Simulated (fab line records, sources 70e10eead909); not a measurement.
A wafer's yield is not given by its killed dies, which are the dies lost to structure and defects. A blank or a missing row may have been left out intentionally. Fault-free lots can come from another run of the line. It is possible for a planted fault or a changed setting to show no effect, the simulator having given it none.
Code-filled problem report in 8D (eight disciplines) form || flow nand harc || the parts of the form that need people (team, actions taken, sign-off) are left out

1. THE ISSUE
exposure dose mJ cm2 at NHARC_A_M0_EXPOSE_06 reads a mean of 82.40 on 6 wafers of 2 lots; wafers without a fault read 83.25 with a standard deviation of 0.094. That puts it -9.1 standard deviations away from the usual mean.
The step: exposes mask A M0, target cd 80 nm.
The first sign was on wafer L535.1 at day 26 05:04, on arfi scanner-03. Wafers with a number at this step in the record: 36, from 12 lots. By rule, "out" or "out of limits" means more than 4 standard deviations away from the usual mean. The other wafers with a number count as sound.

2. WHAT THIS IS AND IS NOT
{"question": "which readings at this step", "is": "exposure dose mJ cm2", "is not": "-"}
{"question": "which lots", "is": "L535, L537", "is not": "L528, L529, L530, L531, L538, L539, L542, L545, L546, L548"}
{"question": "which wafers of those lots", "is": "all that have a number", "is not": "-"}
{"question": "read on which tools", "is": "arfi scanner-03", "is not": "arfi scanner-01, arfi scanner-02"}
{"question": "when", "is": "from day 26 05:04", "is not": "up to then (12 sound wafers); but 18 sound wafers of L538, L539, L542, L545, L546, L548 came after"}

3. WHAT RULES OUT EACH SUSPECT
Counting: a tool stays on the suspect list if, at a process step up to the reading, it processed all lots that are out and no sound lot following the first of them.
- arfi scanner-03 at NHARC_A_M0_EXPOSE_06 (exposes mask A M0, target cd 80 nm): kept. It processed each lot that is out, first L535 at day 26 05:04, and no sound lot thereafter; up to then, the last sound lot it processed was L528 at day 23 06:35. Out on those wafers are its own readings of exposure dose mJ cm2.
Remaining after the count: arfi scanner-03 at NHARC_A_M0_EXPOSE_06.

4. THE CAUSE (what the simulator had put in)
Process parameter drift: arfi scanner-03, from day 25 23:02 on, at NHARC_A_M0_EXPOSE_06. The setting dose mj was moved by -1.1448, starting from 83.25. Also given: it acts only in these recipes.
The count eliminated every tool but this one.

5. THE CHAIN OF EFFECTS, in route order
Each row: a reading whose mean over the struck wafers that have a number lies more than 3 standard deviations from the usual. Only readings for which the record gives a usual standard deviation are gone through. hours: the time from each lot's start at the first step in this table that gives one to its start at this step, as a median over the lots. sigmas: the change in usual standard deviations.
{"hours": 0, "step": "NHARC_A_M0_EXPOSE_06", "reading": "exposure dose mJ cm2", "usual": 83.25, "on struck wafers": 82.40, "change": -0.85, "sigmas": -9.1}
Its process steps:
- NHARC_A_M0_EXPOSE_06: exposes mask A M0, target cd 80 nm.
At these later measuring or inspecting steps, every struck wafer for which the step has a row has a number for every such reading, and none has moved that far: NHARC_A_M0_INSPECT_11, NHARC_END_SORT_01.

6. WHAT WOULD HAVE CAUGHT IT SOONER
First out-of-limits reading in this record: day 26 05:04, which is 6 hours after fault onset at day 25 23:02.
